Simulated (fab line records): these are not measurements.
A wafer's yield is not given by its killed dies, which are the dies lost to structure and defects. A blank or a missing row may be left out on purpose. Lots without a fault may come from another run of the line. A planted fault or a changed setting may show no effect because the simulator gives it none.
fab line records | flow nand_harc
[record] lots = 5 | wafers = 15 | last_day = 34
route steps=1302 shown A_M0@1147 A_M1@1169 END@1302
lots that met no fault: taken from a fault-free run of the same line
start_h: the number of hours between the record's first day and the start of the first shown wafer of the lot | wait_h: how many hours have passed since the lot's step before this one | " unchanged from the row above | L1.1+2: several wafers, shown together as one row | - value missing, or start not given | * or withheld: withheld | < > ~ a bound
route shown NAME@n: names a module that has steps shown in the file, with the first one's number in the route | usual: average and standard deviation across the fault-free wafers | same: alike in all rows | chamber/n: place in a boat | sites: the reading at each site | _std_site: their standard deviation | _edge_site: mean of outer sites minus mean of inner sites | radius_mm: how far each site lies from the wafer's centre | mask NAME#n: copy n | behind: the tool/chamber that last shaped the wafer | hold: cause of the lot's hold/its duration in hours/its outcome | device: the transistor (n, p or np) that didn't switch | end of line: the same wafers' tests at the end of the route | for a step that has no rows: nothing shown but its recipe | killed: dies that structure and defects cost at the first sort, which is not the same as the wafer's yield | map: shows each die of a wafer: x if killed, . if not, _ if none is there
set.NAME: the setting the step ran with; set.NAME@STEP: the setting that earlier step ran with | model.NAME: the simulator's own value behind a step, which no gauge read
lots at some steps of the route; a table a step, a row a wafer
services: a tool's chamber out of use, with start hour (start_h, from the record's first day; less than 0 if before it), hours out, and reason
[[steps]]
[step NHARC_A_M0_CD_MEAS_09]
[recipe] target_cd_nm = 80 | landing_energy_ev = 500
[usual] cd_nm = 80.0/0.67
lot.wafer | tool      | chamber | start_h | wait_h | cd_nm
L396.1    | cd_sem-02 | 0       | 536.17  | -      | 80.6
L396.4    | "         | 0       | "       | "      | 80.1
L396.6    | "         | 0       | "       | "      | 80.0
L397.3    | cd_sem-03 | 0       | 538.23  | -      | 79.5
L397.4    | "         | 0       | "       | "      | 79.6
L397.6    | "         | 0       | "       | "      | 79.9
L407.2    | cd_sem-01 | 0       | 635.77  | -      | 80.3
L407.3    | "         | 0       | "       | "      | 80.0
L407.4    | "         | 0       | "       | "      | 80.4
L410.1    | cd_sem-01 | 0       | 659.82  | -      | 80.2
L410.4    | "         | 0       | "       | "      | 78.6
L410.5    | "         | 0       | "       | "      | 79.3
L416.1    | cd_sem-01 | 0       | 766.12  | -      | 79.2
L416.2    | "         | 0       | "       | "      | 79.7
L416.5    | "         | 0       | "       | "      | 79.7
[step NHARC_A_M0_OVL_MEAS_10]
[recipe] pitch_nm = 160
[usual] overlay_x_nm = -0.1/0.76 | overlay_y_nm = 0.1/0.74
lot.wafer | tool       | chamber | start_h | wait_h | overlay_x_nm | overlay_y_nm
L396.1    | overlay-01 | -       | 536.26  | -      | 0.1          | 0.6
L396.4    | "          | -       | "       | "      | 0.0          | 0.5
L396.6    | "          | -       | "       | "      | -0.2         | 0.4
L397.3    | overlay-01 | -       | 538.32  | -      | -0.9         | 0.5
L397.4    | "          | -       | "       | "      | -1.1         | 0.7
L397.6    | "          | -       | "       | "      | -0.9         | 0.3
L407.2    | overlay-01 | -       | 635.86  | -      | -1.2         | -1.1
L407.3    | "          | -       | "       | "      | -0.2         | -1.2
L407.4    | "          | -       | "       | "      | -0.2         | -1.1
L410.1    | overlay-02 | -       | 659.91  | -      | -2.3         | -0.6
L410.4    | "          | -       | "       | "      | -2.2         | 0.3
L410.5    | "          | -       | "       | "      | -1.7         | 0.7
L416.1    | overlay-02 | -       | 766.21  | -      | -0.1         | 0.1
L416.2    | "          | -       | "       | "      | -0.5         | 0.7
L416.5    | "          | -       | "       | "      | 0.1          | 0.7
[step NHARC_A_M0_INSPECT_11]
[usual] raw_defect_count = 94/33
lot.wafer | tool              | chamber | start_h | wait_h | raw_defect_count
L396.1    | defect_inspect-02 | -       | 536.30  | 0.0    | 61
L396.4    | "                 | -       | "       | "      | 49
L396.6    | "                 | -       | "       | "      | 76
L397.3    | defect_inspect-01 | -       | 538.35  | 0.0    | 91
L397.4    | "                 | -       | "       | "      | 105
L397.6    | "                 | -       | "       | "      | 115
L407.2    | defect_inspect-01 | -       | 635.90  | 0.0    | 73
L407.3    | "                 | -       | "       | "      | 76
L407.4    | "                 | -       | "       | "      | 89
L410.1    | defect_inspect-02 | -       | 659.94  | 0.0    | 42
L410.4    | "                 | -       | "       | "      | 60
L410.5    | "                 | -       | "       | "      | 52
L416.1    | defect_inspect-01 | -       | 766.24  | 0.0    | 87
L416.2    | "                 | -       | "       | "      | 92
L416.5    | "                 | -       | "       | "      | 92
[step NHARC_A_M0_DESCUM_14]
[recipe] time_s = 3 | o2_flow_sccm = 200 | ar_flow_sccm = 0 | bias_power_w = 0 | chemistry = O2
[step NHARC_A_M0_ETCH_34]
[recipe] target_depth_a = 400 | overetch_a = 120 | time_s = 43.94 | ion_energy_ev = 200 | n2_flow_sccm = 150 | h2_flow_sccm = 150 | ar_flow_sccm = 0 | rf_w = 400 | bias_w = 150 | chemistry = N2/H2
[step NHARC_A_M0_ETCH_15]
[recipe] target_depth_a = 1500 | overetch_a = 150 | time_s = 82.5 | c4f8_flow_sccm = withheld | ar_flow_sccm = 400 | rf_w = 600 | bias_w = 300 | chemistry = C4F8/Ar
[step NHARC_A_M0_CD_MEAS_16]
[usual] cd_nm = 80.1/0.86
lot.wafer | tool      | chamber | start_h | wait_h | cd_nm
L396.1    | cd_sem-03 | -       | 536.65  | -      | 81.3
L396.4    | "         | -       | "       | "      | 79.9
L396.6    | "         | -       | "       | "      | 80.8
L397.3    | cd_sem-02 | -       | 538.72  | -      | 80.0
L397.4    | "         | -       | "       | "      | 80.2
L397.6    | "         | -       | "       | "      | 80.2
L407.2    | cd_sem-01 | -       | 636.26  | -      | 80.4
L407.3    | "         | -       | "       | "      | 80.5
L407.4    | "         | -       | "       | "      | 79.9
L410.1    | cd_sem-03 | -       | 660.32  | -      | 80.7
L410.4    | "         | -       | "       | "      | 79.1
L410.5    | "         | -       | "       | "      | 80.4
L416.1    | cd_sem-03 | -       | 766.60  | -      | 79.9
L416.2    | "         | -       | "       | "      | 79.0
L416.5    | "         | -       | "       | "      | 78.5
[step NHARC_A_M0_STRIP_18]
[recipe] power_w = 1000 | n2_flow_sccm = 150 | h2_flow_sccm = 150 | ar_flow_sccm = 0 | bias_w = 0 | chemistry = N2/H2
[step NHARC_A_M0_STRIP_19]
[recipe] time_s = 600 | temp_c = 30 | chemistry = post_etch_residue_remover
[step NHARC_A_M0_DEGAS_28]
[recipe] temp_c = 250 | time_s = 60
[step NHARC_A_M0_PRE_CLEAN_29]
[recipe] time_s = 30 | temp_c = 280 | gas = H2/He
[usual] heater_power_w = 417/39
lot.wafer | tool           | chamber | start_h | wait_h | heater_power_w
L396.4    | pvd_sputter-02 | -       | -       | -      | 454
L396.1    | "              | -       | "       | "      | 448
L396.6    | "              | -       | "       | "      | 385
L397.4    | pvd_sputter-01 | -       | -       | -      | 344
L397.3    | "              | -       | "       | "      | 407
L397.6    | "              | -       | "       | "      | 413
L407.4    | pvd_sputter-01 | -       | -       | -      | 339
L407.3    | "              | -       | "       | "      | 412
L407.2    | "              | -       | "       | "      | 446
L410.4    | pvd_sputter-03 | -       | -       | -      | 434
L410.1    | "              | -       | "       | "      | 496
L410.5    | "              | -       | "       | "      | 424
L416.2    | pvd_sputter-03 | -       | -       | -      | 422
L416.1    | "              | -       | "       | "      | 467
L416.5    | "              | -       | "       | "      | 400
[step NHARC_A_M0_PVD_20]
[recipe] target_thk_a = 50 | bias_v = 168.6 | power_w = 15000 | chamber_pressure_pa = 0.12 | time_s = 8.06 | substrate_temp_c = 50 | material = TaN
[usual] substrate_temp_c = 50.04/0.12 | throttle_valve_pct = 29.4/1.1
lot.wafer | tool           | chamber | start_h | wait_h | substrate_temp_c | throttle_valve_pct
L396.1    | pvd_sputter-02 | -       | -       | -      | 49.99            | 28.0
L396.4    | "              | -       | "       | "      | 49.91            | 29.6
L396.6    | "              | -       | "       | "      | 50.13            | 27.8
L397.4    | pvd_sputter-01 | -       | -       | -      | 50.23            | 30.2
L397.3    | "              | -       | "       | "      | 49.87            | 30.7
L397.6    | "              | -       | "       | "      | 49.83            | 30.6
L407.3    | pvd_sputter-01 | -       | -       | -      | 50.05            | 29.9
L407.2    | "              | -       | "       | "      | 49.79            | 29.4
L407.4    | "              | -       | "       | "      | 49.97            | 28.8
L410.4    | pvd_sputter-03 | -       | -       | -      | 49.85            | 28.2
L410.1    | "              | -       | "       | "      | 50.12            | 29.0
L410.5    | "              | -       | "       | "      | 50.05            | 27.9
L416.2    | pvd_sputter-03 | -       | -       | -      | 49.85            | 28.3
L416.1    | "              | -       | "       | "      | 49.96            | 29.6
L416.5    | "              | -       | "       | "      | 49.98            | 28.8
[step NHARC_A_M0_PVD_21]
[recipe] target_thk_a = 300 | chamber_pressure_pa = 5 | power_w = 5000 | substrate_temp_c = 30 | time_s = 20.49 | material = Cu
[usual] substrate_temp_c = 29.99/0.11 | throttle_valve_pct = 29.3/1
lot.wafer | tool           | chamber | start_h | wait_h | substrate_temp_c | throttle_valve_pct
L396.1    | pvd_sputter-02 | -       | 537.50  | -      | 30.08            | 28.1
L396.4    | "              | -       | "       | "      | 29.97            | 29.4
L396.6    | "              | -       | "       | "      | 30.07            | 27.8
L397.3    | pvd_sputter-01 | -       | 539.58  | -      | 29.86            | 30.5
L397.4    | "              | -       | "       | "      | 29.97            | 30.5
L397.6    | "              | -       | "       | "      | 29.99            | 29.8
L407.3    | pvd_sputter-01 | -       | 637.10  | -      | 29.94            | 31.0
L407.4    | "              | -       | "       | "      | 29.91            | 29.6
L407.2    | "              | -       | "       | "      | 30.01            | 29.7
L410.1    | pvd_sputter-03 | -       | 661.17  | -      | 30.04            | 28.7
L410.4    | "              | -       | "       | "      | 29.85            | 29.0
L410.5    | "              | -       | "       | "      | 29.98            | 28.6
L416.1    | pvd_sputter-03 | -       | 767.45  | -      | 29.92            | 28.5
L416.2    | "              | -       | "       | "      | 29.96            | 29.8
L416.5    | "              | -       | "       | "      | 30.12            | 28.0
[step NHARC_A_M0_ECD_22]
[recipe] target_thk_a = 4000 | bath_temp_c = 25 | material = Cu
[step NHARC_A_M0_ANNEAL_30]
[recipe] temp_c = 225 | time_s = 90
[usual] wafer_temp_C_max = 226.04/0.24
lot.wafer | tool          | chamber | start_h | wait_h | wafer_temp_C_max
L396.1    | rtp_anneal-02 | 0       | 538.03  | 0.3    | 226.15
L396.4    | "             | 0       | "       | "      | 226.00
L396.6    | "             | 0       | "       | "      | 226.06
L397.3    | rtp_anneal-01 | 0       | 540.21  | 0.4    | 226.18
L397.4    | "             | 0       | "       | "      | 226.06
L397.6    | "             | 0       | "       | "      | 225.77
L407.2    | rtp_anneal-01 | 0       | 637.66  | -      | 226.15
L407.3    | "             | 0       | "       | "      | 225.89
L407.4    | "             | 0       | "       | "      | 226.13
L410.1    | rtp_anneal-02 | 0       | 661.69  | 0.3    | 226.14
L410.4    | "             | 0       | "       | "      | 225.78
L410.5    | "             | 0       | "       | "      | 226.40
L416.1    | rtp_anneal-02 | 0       | 767.96  | -      | 226.07
L416.2    | "             | 0       | "       | "      | 226.43
L416.5    | "             | 0       | "       | "      | 225.82
[step NHARC_A_M0_CMP_23]
[recipe] t_overpolish_s = 20 | target_thk_nm = 113.75
[step NHARC_A_M0_SRD_25]
[step NHARC_A_M0_PRE_CLEAN_31]
[recipe] time_s = 12 | temp_c = 370 | rf_power_w = 300 | gas = NH3
[step NHARC_A_M0_DEP_32]
[recipe] target_thk_a = 300 | temp_c = 370 | target_thk_nm = 30 | pressure_torr = 3 | flow_sccm = 200 | rf_w = 450 | material = SiCN
[usual] heater_power_w = 563/91
lot.wafer | tool     | chamber | start_h | wait_h | heater_power_w | since_wet_clean_h
L396.1    | pecvd-04 | 0       | 539.08  | 0.1    | 730            | 76
L396.6    | "        | 2       | "       | "      | 486            | -
L396.4    | "        | 0       | "       | "      | 753            | -
L397.3    | pecvd-04 | 2       | 541.07  | 0.1    | 433            | 78
L397.4    | "        | 2       | "       | "      | 455            | -
L397.6    | "        | 1       | "       | "      | 632            | -
L407.2    | pecvd-02 | 1       | 638.57  | 0.1    | 586            | 36
L407.3    | "        | 2       | "       | "      | 476            | 36
L407.4    | "        | 1       | "       | "      | 596            | -
L410.1    | pecvd-04 | 1       | 662.64  | 0.1    | 631            | 19
L410.5    | "        | 1       | "       | "      | 635            | -
L410.4    | "        | 0       | "       | "      | 647            | -
L416.1    | pecvd-02 | 2       | 768.93  | 0.1    | 463            | 167
L416.2    | "        | 0       | "       | "      | 528            | 167
L416.5    | "        | 2       | "       | "      | 471            | -
[step NHARC_A_M1_DEP_00]
[recipe] target_thk_a = 1825 | target_thk_nm = 182.5 | temp_c = withheld | pressure_torr = 5 | flow_sccm = 200 | rf_w = 600 | material = SiOC
[step NHARC_A_M1_DEHYDRATE_01]
[recipe] temp_c = 150 | time_s = 120
[step NHARC_A_M1_HMDS_02]
[recipe] time_s = 30
[step NHARC_A_M1_COAT_34]
[recipe] temp_c = 200 | time_s = 65
[step NHARC_A_M1_COAT_03]
[recipe] spin_rpm = 1500 | resist_thk_nm = 90
[step NHARC_A_M1_SOFTBAKE_04]
[recipe] temp_c = 105 | time_s = 55
[step NHARC_A_M1_EBR_05]
[step NHARC_A_M1_EXPOSE_06]
[recipe] na = 1.35 | target_cd_nm = 120 | dose_mj = 75.13 | mask_id = A_M1
[step NHARC_A_M1_PEB_07]
[recipe] peb_temp_c = 100 | peb_time_s = 65
[step NHARC_A_M1_DEVELOP_08]
[recipe] develop_time_s = 35 | dev_temp_c = 23
[step NHARC_A_M1_CD_MEAS_09]
[recipe] target_cd_nm = 120 | landing_energy_ev = 500
[usual] cd_nm = 119.9/0.68
lot.wafer | tool      | chamber | start_h | wait_h | cd_nm
L396.1    | cd_sem-03 | 0       | 540.31  | -      | 120.7
L396.4    | "         | 0       | "       | "      | 120.5
L396.6    | "         | 0       | "       | "      | 121.7
L397.3    | cd_sem-03 | 0       | 542.18  | -      | 120.3
L397.4    | "         | 0       | "       | "      | 119.5
L397.6    | "         | 0       | "       | "      | 119.5
L407.2    | cd_sem-03 | 0       | 639.80  | -      | 118.6
L407.3    | "         | 0       | "       | "      | 119.9
L407.4    | "         | 0       | "       | "      | 119.5
L410.1    | cd_sem-01 | 0       | 663.86  | -      | 119.4
L410.4    | "         | 0       | "       | "      | 120.2
L410.5    | "         | 0       | "       | "      | 119.5
L416.1    | cd_sem-01 | 0       | 770.17  | -      | 119.7
L416.2    | "         | 0       | "       | "      | 119.8
L416.5    | "         | 0       | "       | "      | 120.2
[step NHARC_A_M1_OVL_MEAS_10]
[recipe] pitch_nm = 240
[usual] overlay_x_nm = 0.3/0.81 | overlay_y_nm = -0.1/0.75
lot.wafer | tool       | chamber | start_h | wait_h | overlay_x_nm | overlay_y_nm
L396.1    | overlay-02 | -       | 540.40  | -      | 0.5          | 0.4
L396.4    | "          | -       | "       | "      | 0.5          | 0.7
L396.6    | "          | -       | "       | "      | -0.1         | 0.4
L397.3    | overlay-01 | -       | 542.26  | -      | 0.8          | 0.1
L397.4    | "          | -       | "       | "      | 1.7          | -0.1
L397.6    | "          | -       | "       | "      | 1.8          | 0.0
L407.2    | overlay-01 | -       | 639.89  | -      | -0.3         | -0.5
L407.3    | "          | -       | "       | "      | -0.2         | -0.6
L407.4    | "          | -       | "       | "      | -0.1         | 0.4
L410.1    | overlay-01 | -       | 663.95  | -      | 1.1          | -0.7
L410.4    | "          | -       | "       | "      | 1.4          | -0.8
L410.5    | "          | -       | "       | "      | 1.1          | -0.3
L416.1    | overlay-02 | -       | 770.26  | -      | -0.5         | -1.2
L416.2    | "          | -       | "       | "      | -0.3         | -2.0
L416.5    | "          | -       | "       | "      | 0.4          | -1.4
[step NHARC_A_M1_DESCUM_14]
[recipe] time_s = 3 | o2_flow_sccm = 200 | ar_flow_sccm = 0 | bias_power_w = 0 | chemistry = O2
[step NHARC_A_M1_ETCH_35]
[recipe] target_depth_a = 400 | overetch_a = 120 | time_s = 43.94 | ion_energy_ev = 200 | n2_flow_sccm = 150 | h2_flow_sccm = 150 | ar_flow_sccm = 0 | rf_w = 400 | bias_w = 150 | chemistry = N2/H2
[usual] drypump_motor_current_A = 5.5/0.44 | h2_flow_sccm = 150.0/0.46 | oes_product_au = 1.004/0.011 | rf_vpp_V = 431.6/2.9 | showerhead_plenum_p_Torr = 2.08/0.099 | throttle_valve_pct = 14.171/0.0083
lot.wafer | tool        | chamber | start_h | wait_h | drypump_motor_current_A | h2_flow_sccm | oes_product_au | rf_hours_counter_h | rf_vpp_V | showerhead_plenum_p_Torr | throttle_valve_pct
L396.1    | rie_diel-13 | 2       | 540.59  | 0.1    | 4.9                     | 149.8        | 1.012          | 0.8                | 433.1    | 2.17                     | 14.163
L396.4    | "           | 0       | "       | "      | 6.3                     | 149.7        | 1.009          | 0.8                | 434.3    | 2.15                     | 14.166
L396.6    | "           | 3       | "       | "      | 5.6                     | 150.7        | 1.025          | -                  | 425.7    | 1.89                     | 14.180
L397.3    | rie_diel-13 | 2       | 542.44  | 0.1    | 5.0                     | 150.0        | 1.010          | 0.8                | 433.3    | 2.17                     | 14.165
L397.4    | "           | 3       | "       | "      | 5.7                     | 149.8        | 1.030          | 0.6                | 426.0    | 1.89                     | 14.183
L397.6    | "           | 2       | "       | "      | 5.0                     | 149.7        | 1.005          | -                  | 434.0    | 2.17                     | 14.173
L407.3    | rie_diel-02 | 3       | 640.07  | 0.1    | 5.8                     | 150.2        | 1.008          | 1.6                | 429.0    | 2.01                     | 14.169
L407.2    | "           | 0       | "       | "      | 5.5                     | 149.6        | 0.990          | 1.3                | 430.7    | 2.07                     | 14.169
L407.4    | "           | 1       | "       | "      | 5.3                     | 149.7        | 0.973          | 1.2                | 434.3    | 2.18                     | 14.170
L410.4    | rie_diel-02 | 0       | 664.13  | 0.1    | 5.5                     | 150.3        | 1.004          | 1.7                | 432.3    | 2.07                     | 14.167
L410.1    | "           | 1       | "       | "      | 5.3                     | 150.3        | 0.989          | 1.5                | 435.4    | 2.18                     | 14.175
L410.5    | "           | 0       | "       | "      | 5.5                     | 149.6        | 1.002          | -                  | 430.7    | 2.06                     | 14.152
L416.2    | rie_diel-13 | 3       | 770.44  | 0.1    | 5.7                     | 149.8        | 1.005          | 3.1                | 427.3    | 1.88                     | 14.169
L416.1    | "           | 1       | "       | "      | 4.9                     | 150.7        | 1.015          | 3.9                | 431.4    | 2.07                     | 14.178
L416.5    | "           | 0       | "       | "      | 6.3                     | 150.3        | 0.993          | -                  | 434.6    | 2.15                     | 14.175
[step NHARC_A_M1_ETCH_15]
[recipe] target_depth_a = 1825 | time_s = 91.2 | c4f8_flow_sccm = withheld | ar_flow_sccm = 400 | rf_w = 600 | bias_w = 300 | chemistry = C4F8/Ar
[step NHARC_A_M1_CD_MEAS_16]
[usual] cd_nm = 120.0/0.81
lot.wafer | tool      | chamber | start_h | wait_h | cd_nm
L396.1    | cd_sem-02 | -       | 540.81  | -      | 121.2
L396.4    | "         | -       | "       | "      | 120.4
L396.6    | "         | -       | "       | "      | 121.5
L397.3    | cd_sem-03 | -       | 542.67  | -      | 121.1
L397.4    | "         | -       | "       | "      | 119.8
L397.6    | "         | -       | "       | "      | 119.8
L407.2    | cd_sem-03 | -       | 640.29  | -      | 117.9
L407.3    | "         | -       | "       | "      | 119.0
L407.4    | "         | -       | "       | "      | 119.1
L410.1    | cd_sem-03 | -       | 664.35  | -      | 119.7
L410.4    | "         | -       | "       | "      | 119.8
L410.5    | "         | -       | "       | "      | 118.8
L416.1    | cd_sem-03 | -       | 770.66  | -      | 119.9
L416.2    | "         | -       | "       | "      | 121.0
L416.5    | "         | -       | "       | "      | 121.0
[step NHARC_A_M1_STRIP_18]
[recipe] power_w = 1000 | n2_flow_sccm = 150 | h2_flow_sccm = 150 | ar_flow_sccm = 0 | bias_w = 0 | chemistry = N2/H2
[step NHARC_A_M1_ETCH_28]
[recipe] target_depth_a = 300 | over_etch_frac = 0.3 | time_s = 72.99 | ion_energy_ev = 150 | cf4_flow_sccm = 50 | n2_flow_sccm = 100 | ar_flow_sccm = 150 | rf_w = 300 | bias_w = 100 | chemistry = CF4/N2
[step NHARC_A_M1_STRIP_19]
[recipe] time_s = 600 | temp_c = 30 | chemistry = post_etch_residue_remover
[step NHARC_END_SORT_01]
[recipe] temp_c = 25
[usual] defect_limited_yield = 93.3/1.5 | killed_at_array = 41/10 | killed_at_other = 0.8/0.91 | killed_at_periphery = 4.2/2.9 | killed_dies = 46/10 | killed_open = 3.5/2.1 | killed_short = 2.5/1.6 | sort_bin_2_pct = 2.4/0.71 | sort_bin_3_pct = 0.6/0.33 | sort_bin_4_pct = 3.8/0.93 | sort_n_pass = 631/10 | sort_rim_yield_pct = 86/4.5 | sort_yield_pct = 93.3/1.5
[same] gross_dies = 677 | sort_bin_5_pct[%] = 0 | sort_bin_6_pct[%] = 0 | sort_bin_7_pct[%] = 0 | sort_bin_8_pct[%] = 0 | sort_rim_n_gross = 106.00
lot.wafer | tool      | chamber | start_h | wait_h | defect_limited_yield[%] | killed_at_array | killed_at_other | killed_at_periphery | killed_dies | killed_open | killed_short | sort_bin_2_pct[%] | sort_bin_3_pct[%] | sort_bin_4_pct[%] | sort_n_pass | sort_rim_yield_pct[%] | sort_yield_pct[%]
L396.1    | prober-01 | 0       | 577.87  | 2.5    | 96.2                    | 26              | 0               | 0                   | 26          | 7           | 1            | 1.3               | 0.4               | 2.1               | 651         | 91                    | 96.2
L396.4    | prober-01 | 0       | 580.30  | 3.4    | 95.9                    | 27              | 1               | 0                   | 28          | 1           | 1            | 2.1               | 0.1               | 1.9               | 649         | 91                    | 95.9
L396.6    | prober-01 | 0       | 581.93  | 4.1    | 93.6                    | 39              | 3               | 1                   | 43          | 3           | 3            | 1.8               | 0.4               | 4.1               | 634         | 88                    | 93.6
L407.2    | prober-02 | 0       | 673.65  | 2.8    | 95.0                    | 31              | 1               | 2                   | 34          | 2           | 0            | 2.2               | 0.1               | 2.7               | 643         | 86                    | 95.0
L407.3    | prober-02 | 0       | 674.44  | 3.1    | 87.0                    | 83              | 1               | 4                   | 88          | 5           | 2            | 5.9               | 1.9               | 5.2               | 589         | 75                    | 87.0
L407.4    | prober-02 | 0       | 675.24  | 3.4    | 93.9                    | 40              | 1               | 0                   | 41          | 4           | 0            | 2.2               | 0.7               | 3.1               | 636         | 87                    | 93.9
L410.1    | prober-02 | 0       | 700.50  | 2.5    | 95.4                    | 28              | 1               | 2                   | 31          | 4           | 6            | 1.5               | 0.4               | 2.7               | 646         | 90                    | 95.4
L410.4    | prober-02 | 0       | 702.94  | 3.4    | 94.7                    | 34              | 0               | 2                   | 36          | 3           | 0            | 2.4               | 0.1               | 2.8               | 641         | 92                    | 94.7
L410.5    | prober-02 | 0       | 703.75  | 3.8    | 94.4                    | 37              | 0               | 1                   | 38          | 6           | 5            | 1.5               | 0                 | 4.1               | 639         | 92                    | 94.4
// killed by level:class
L396.1 A_CHANNEL_HOLE_D2:chamber_film_flake=13 A_CONTACT:chamber_film_flake=4 A_CHANNEL_HOLE_D1:geometric_particle:open=2 A_M0:geometric_particle:open=2 A_CHANNEL_HOLE_D1:geometric_particle:short=1 A_ONON_D2:geometric_particle:open=1 A_BLC:geometric_particle:open=1 A_M1:geometric_particle:open=1
L396.4 A_CHANNEL_HOLE_D2:chamber_film_flake=15 A_ZERO_WELL:chamber_film_flake=3 A_CHANNEL_HOLE_D1:chamber_film_flake=2 A_STAIRCASE:chamber_film_flake=2 A_BONDPAD:chamber_film_flake=2 A_CHANNEL_HOLE_D1:geometric_particle:open=1 A_WL_FILL:geometric_particle:short=1 A_CONTACT:chamber_film_flake=1
L396.6 A_CHANNEL_HOLE_D2:chamber_film_flake=18 A_ZERO_WELL:chamber_film_flake=6 A_DECK1_JOINT:chamber_film_flake=2 A_STAIRCASE:chamber_film_flake=2 A_BONDPAD:chamber_film_flake=2 THIN_TSV:chamber_film_flake=2 A_ONON_D1:geometric_particle:open=1 A_CHANNEL_HOLE_D1:geometric_particle:open=1
L407.2 A_CHANNEL_HOLE_D1:chamber_film_flake=16 A_CHANNEL_HOLE_D2:chamber_film_flake=9 A_WL_FILL:chamber_film_flake=3 A_CHANNEL_HOLE_D1:unspecified=2 P_CONTACT:geometric_particle:open=1 A_CHANNEL_FILL_D2:geometric_particle:open=1 P_STI:chamber_film_flake=1 THIN_TSV:chamber_film_flake=1
L407.3 A_M0:unspecified=54 A_CHANNEL_HOLE_D1:chamber_film_flake=13 A_CHANNEL_HOLE_D2:chamber_film_flake=11 P_CONTACT:geometric_particle:short=1 P_CONTACT:geometric_particle:open=1 P_M0:geometric_particle:open=1 P_M1:geometric_particle:open=1 A_CHANNEL_FILL_D1:geometric_particle:short=1
L407.4 A_CHANNEL_HOLE_D1:chamber_film_flake=19 A_CHANNEL_HOLE_D2:chamber_film_flake=11 A_CHANNEL_HOLE_D1:unspecified=4 A_CHANNEL_FILL_D2:geometric_particle:open=2 A_WL_FILL:chamber_film_flake=2 A_SGD_CUT:geometric_particle:open=1 A_M1:geometric_particle:open=1 THIN_TSV:chamber_film_flake=1
L410.1 A_CHANNEL_HOLE_D2:chamber_film_flake=7 A_CHANNEL_FILL_D1:geometric_particle:short=3 A_CHANNEL_HOLE_D1:chamber_film_flake=3 A_SLIT:chamber_film_flake=3 A_CHANNEL_FILL_D2:geometric_particle:open=2 A_CONTACT:chamber_film_flake=2 P_CONTACT:geometric_particle:open=1 A_ONON_D1:geometric_particle:open=1
L410.4 A_CHANNEL_HOLE_D2:chamber_film_flake=9 A_CONTACT:chamber_film_flake=8 A_CHANNEL_HOLE_D1:chamber_film_flake=5 A_CHANNEL_FILL_D2:chamber_film_flake=4 A_STAIRCASE:chamber_film_flake=4 A_DECK1_JOINT:chamber_film_flake=2 P_CONTACT:geometric_particle:open=1 P_M0:geometric_particle:open=1
L410.5 A_CHANNEL_HOLE_D2:chamber_film_flake=5 A_STAIRCASE:chamber_film_flake=5 A_DECK1_JOINT:chamber_film_flake=4 A_SLIT:chamber_film_flake=4 A_CONTACT:chamber_film_flake=4 A_CHANNEL_HOLE_D1:chamber_film_flake=3 A_M0:geometric_particle:open=2 P_CONTACT:geometric_particle:open=1
// map L407.3 (x killed, . not)
____________x____________
_________.xx.x.._________
_______..x..xx...._______
______......xxx....______
_____.....x........._____
____.................____
____.................____
___...................___
___...................___
__.....................__
__.....................__
_...x..................._
_......................._
_......................._
_......................._
_.x....................._
.........................
.........................
...........x.............
.........................
x............x.....xx....
_...................xxx._
_....x.....x.....x.xxxxx_
_..................xxxxx_
_...............xxxxxxxx_
_.................xxxxxx_
__...............xxxxxx__
__................xxxxx__
___...............xxxx___
___............x..xxxx___
____.............xxxx____
____.......x.......xx____
_____.........x....._____
______......x......______
_______..x.xx..x.._______
_________xxxxxx._________
____________x____________
// map L397.6 (x killed, . not)
____________x____________
_________...x..x_________
_______.....x....._______
______.............______
_____..............._____
____.................____
____................x____
___...................___
___...................___
__.....................__
__....x................__
_.......x..............._
_......................._
_.....................x._
_......................._
_..........x............_
......................x..
.........................
.......................x.
......................x..
......x..................
_x......................_
_xxx.xx................._
_x....xx.........x......_
_x.x...................._
_xx....................._
__xx..x................__
__xx...................__
___x..................___
___.x.................___
____.................____
____.................____
_____.......xx......_____
______......x.x....______
_______..x.xxxx..._______
_________xxxxxx._________
____________x____________
[[services]]
tool           | chamber | start_h | hours | kind
rie_diel-13    | -       | 519.00  | 9.0   | pm
pvd_sputter-03 | -       | 526.00  | 10.0  | pm
rie_diel-13    | 1       | 529.79  | 1.5   | repair
rie_diel-13    | 1       | 545.22  | 1.7   | repair
rie_diel-13    | 2       | 549.72  | 9.2   | repair
pvd_sputter-03 | -       | 561.61  | 0.8   | repair
rie_diel-13    | 2       | 573.79  | 8.5   | repair
pvd_sputter-01 | -       | 582.05  | 10.0  | pm
pecvd-04       | 2       | 599.65  | 8.6   | repair
pvd_sputter-03 | -       | 613.25  | 3.9   | repair
pvd_sputter-01 | -       | 613.37  | 1.2   | repair
rie_diel-13    | 0       | 613.44  | 7.1   | repair
pecvd-04       | -       | 631.14  | 13.0  | pm
pvd_sputter-02 | -       | 638.04  | 10.0  | pm
pvd_sputter-03 | -       | 646.89  | 3.6   | repair
rie_diel-13    | -       | 674.40  | 0.7   | repair
pvd_sputter-03 | -       | 676.24  | 2.2   | repair
rie_diel-13    | 3       | 691.61  | 19.8  | repair
rie_diel-13    | -       | 696.00  | 9.0   | pm
pvd_sputter-03 | -       | 704.06  | 10.0  | pm
rie_diel-13    | 1       | 728.93  | 5.4   | repair
pvd_sputter-01 | -       | 736.70  | 0.9   | repair
rtp_anneal-02  | -       | 744.04  | 12.0  | pm
pvd_sputter-01 | -       | 760.05  | 10.0  | pm
[[key]]
[first_sign] step = NHARC_END_SORT_01 | reading = killed_dies | direction = up | sigmas = 4.2 | usual = 46 | struck = 88
[effect] step = NHARC_END_SORT_01 | reading = defect_limited_yield | direction = down | sigmas = 4.2 | usual = 93.3 | struck = 87.0
[more_kills_born_at] NHARC_A_M0_PVD_21@pvd_sputter-01 = 54
met_at NHARC_A_M0_PVD_21
struck_wafers L407.3
onset_between 539.58 637.10
[fault] kind = chamber_particle_source | tool = pvd_sputter-01 | chamber = - | onset_h = 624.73 | steps = NHARC_A_M0_PVD_21 | rate_per_visit_cm2 = 0.47764 | end_h = 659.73 | scope = struck_wafers_only
